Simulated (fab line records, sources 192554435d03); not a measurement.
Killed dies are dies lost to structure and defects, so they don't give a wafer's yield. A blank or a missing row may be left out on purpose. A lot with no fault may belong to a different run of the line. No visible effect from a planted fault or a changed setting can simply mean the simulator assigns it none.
Chamber matching -- flow n5Finfet -- 3 sister chambers for N5_BEOL_M3_PRE_CLEAN_60 on cvdCo-01
The step time 15 s. 6 wafers are shown with their chamber, then 12 later ones without.

## WAFERS PAIRED WITH THEIR CHAMBERS
wafer,chamber,heaterPowerOuterW (W),heaterPowerW (W)
L079.5,0,30,102
L083.3,0,30,101
L086.1,2,42,128
L088.1,2,41,132
L088.2,1,22,87
L088.4,1,22,85

## WAFERS WHOSE CHAMBER IS MISSING
wafer,heaterPowerOuterW (W),heaterPowerW (W)
L089.1,23,87
L089.3,42,132
L089.6,29,103
L092.1,41,129
L092.2,22,85
L092.4,43,131
L094.4,30,104
L094.5,42,131
L094.6,22,86
L095.1,41,126
L095.3,22,84
L095.6,22,87

## WHICH CHAMBER EACH ONE RAN IN
wafer,from the rows above,in truth
L089.1,1,1
L089.3,2,2
L089.6,0,0
L092.1,2,2
L092.2,1,1
L092.4,2,2
L094.4,0,0
L094.5,2,2
L094.6,1,1
L095.1,2,2
L095.3,1,1
L095.6,1,1
Correctly placed: 12 of 12. From these rows, 0 cannot be placed. 0 placed wrongly.
How it was worked out, from the rows above alone: a wafer's distance from a chamber is the root of the sum, over the readings, of the square of ((its reading less the chamber's mean) divided by the reading's scatter). The wafer belongs to the nearest chamber; if the next one is less than 2 further off, it can't be placed. A chamber's mean is the mean of its shown wafers. The scatter is the square root of a quotient: the sum, over the shown wafers, of each reading's squared deviation from its chamber's mean, divided by wafers minus chambers.
